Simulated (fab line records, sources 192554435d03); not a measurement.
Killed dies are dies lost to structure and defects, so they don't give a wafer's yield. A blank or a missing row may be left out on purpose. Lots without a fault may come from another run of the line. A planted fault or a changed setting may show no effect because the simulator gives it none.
Split-lot experiment | flow n5_finfet | 7 lots, 21 wafers read, on a route of 1938 steps

THE SPLIT
At N5_SD_EPI_P_COAT_03 (resist thk 150 nm), the setting spin_rpm was moved away from the recipe's 1500 rpm on 4 of the 21 wafers read, by -10.7% to +10.0%. The other wafers ran this setting at the recipe's value.

FROM THE SPLIT TO THE READING: what the file shows between them, 1 step
- N5_SD_EPI_P_DEVELOP_08: develop time 30 s (also split here: develop_time_s)

THE READING
CAR-ArF-block_of_SD_EPI_P_COAT_03.thk_nm (the simulator's own value, which no gauge read), in nm, at N5_SD_EPI_P_DESCUM_14 (chemistry O2, time 7.9 s). The file gives no usual value for it. The 17 wafers here that ran the recipe average 143.5 nm, standard deviation 0.38 nm.

wafer  | tool, chamber at the split | spin_rpm as run, rpm | against the recipe | CAR-ArF-block_of_SD_EPI_P_COAT_03.thk_nm, nm | against lot-mates on the recipe
L074.1 | litho_track-05, 0          | 1357                 | -9.5%              | 151.2                                        | +7.9
L074.4 | litho_track-05, 0          | 1500                 | recipe             | 143.4                                        | -
L074.6 | litho_track-05, 0          | 1500                 | recipe             | 143.2                                        | -
L078.1 | litho_track-04, 0          | 1500                 | recipe             | 143.2                                        | -
L078.2 | litho_track-04, 0          | 1500                 | recipe             | 142.8                                        | -
L078.5 | litho_track-04, 0          | 1500                 | recipe             | 143                                          | -
L081.1 | litho_track-03, 0          | 1650                 | +10.0%             | 136.6                                        | -6.8
L081.4 | litho_track-03, 0          | 1500                 | recipe             | 143.6                                        | -
L081.6 | litho_track-03, 0          | 1500                 | recipe             | 143.2                                        | -
L083.1 | litho_track-04, 0          | 1397                 | -6.9%              | 148.6                                        | +5.1
L083.2 | litho_track-04, 0          | 1500                 | recipe             | 143.8                                        | -
L083.4 | litho_track-04, 0          | 1500                 | recipe             | 143.2                                        | -
L084.2 | litho_track-03, 0          | 1500                 | recipe             | 144                                          | -
L084.6 | litho_track-03, 0          | 1500                 | recipe             | 144                                          | -
L084.3 | litho_track-03, 0          | 1500                 | recipe             | 144.2                                        | -
L093.3 | litho_track-03, 0          | 1500                 | recipe             | 143.6                                        | -
L093.4 | litho_track-03, 0          | 1500                 | recipe             | 143.6                                        | -
L093.6 | litho_track-03, 0          | 1500                 | recipe             | 143.8                                        | -
L094.1 | litho_track-03, 0          | 1500                 | recipe             | 143.8                                        | -
L094.5 | litho_track-03, 0          | 1339                 | -10.7%             | 153                                          | +9.4
L094.6 | litho_track-03, 0          | 1500                 | recipe             | 143.4                                        | -

THE FIT
A straight line over all 21 wafers: CAR-ArF-block_of_SD_EPI_P_COAT_03.thk_nm changes by -0.786 nm for each +1% of spin_rpm; r = -0.99; the points scatter about the line by 0.48 nm.
The same after taking each lot's own level away (the mean of its wafers on the recipe; 21 wafers): -0.786 nm for each +1%; r = -0.99; scatter 0.37 nm.
On that fit, the largest move of spin_rpm shifts the reading by 8.4 nm.
The lots' own levels span 143.00 to 144.07 nm, that is 2.8 times the standard deviation above.
So the lot-to-lot level changes the slope little: the two slopes agree.
Check: with one of the wafers moved furthest among these (-10.7%) left out of the fit, the line predicts +8.09 nm for it against its lot-mates. It came out at +9.4 nm against them.

OTHER SPLITS ON THESE WAFERS
These wafers also went through other splits before the reading. Each is held against what the fit with the lots' levels taken away leaves over:
other split on the same wafers        | wafers away from the commonest value | r with CAR-ArF-block_of_SD_EPI_P_COAT_03.thk_nm (lot level and that fit taken away)
N5_ZERO_LAYER_EXPOSE_08 dose_mj       | 8                                    | -0.07
N5_WELL_APT_COAT_02 spin_rpm          | 5                                    | -0.05
N5_WELL_APT_COAT_19 spin_rpm          | 4                                    | +0.40
N5_FIN_SAQP_FIN_ETCH_36 icp_w         | 11                                   | +0.23
N5_FIN_CUT_COAT_19 spin_rpm           | 5                                    | +0.14
N5_DUMMY_GATE_CVD_03 temp_c           | 12                                   | +0.14
N5_DUMMY_GATE_COAT_28 spin_rpm        | 7                                    | +0.08
N5_DUMMY_GATE_EXPOSE_12 dose_mj       | 5                                    | -0.25
N5_SD_EPI_P_DEVELOP_08 develop_time_s | 7                                    | -0.20

THE WHOLE CHAIN: every reading that the file lists as answering this split, in the file's order
step                  | what it does             | reading                                                                                   | change (the file's fit)               | r (the file's)
N5_SD_EPI_P_COAT_03   | resist thk 150 nm        | CAR-ArF-block_of_SD_EPI_P_COAT_03.thk_nm (the simulator's own value, which no gauge read) | -0.776 nm for each +1% of the setting | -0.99
N5_SD_EPI_P_DESCUM_14 | chemistry O2, time 7.9 s | CAR-ArF-block_of_SD_EPI_P_COAT_03.thk_nm (the simulator's own value, which no gauge read) | -0.79 nm for each +1% of the setting  | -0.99

THE FILE'S OWN FIT
CAR-ArF-block_of_SD_EPI_P_COAT_03.thk_nm changes by -0.79 nm for each +1% of spin_rpm, r = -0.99.
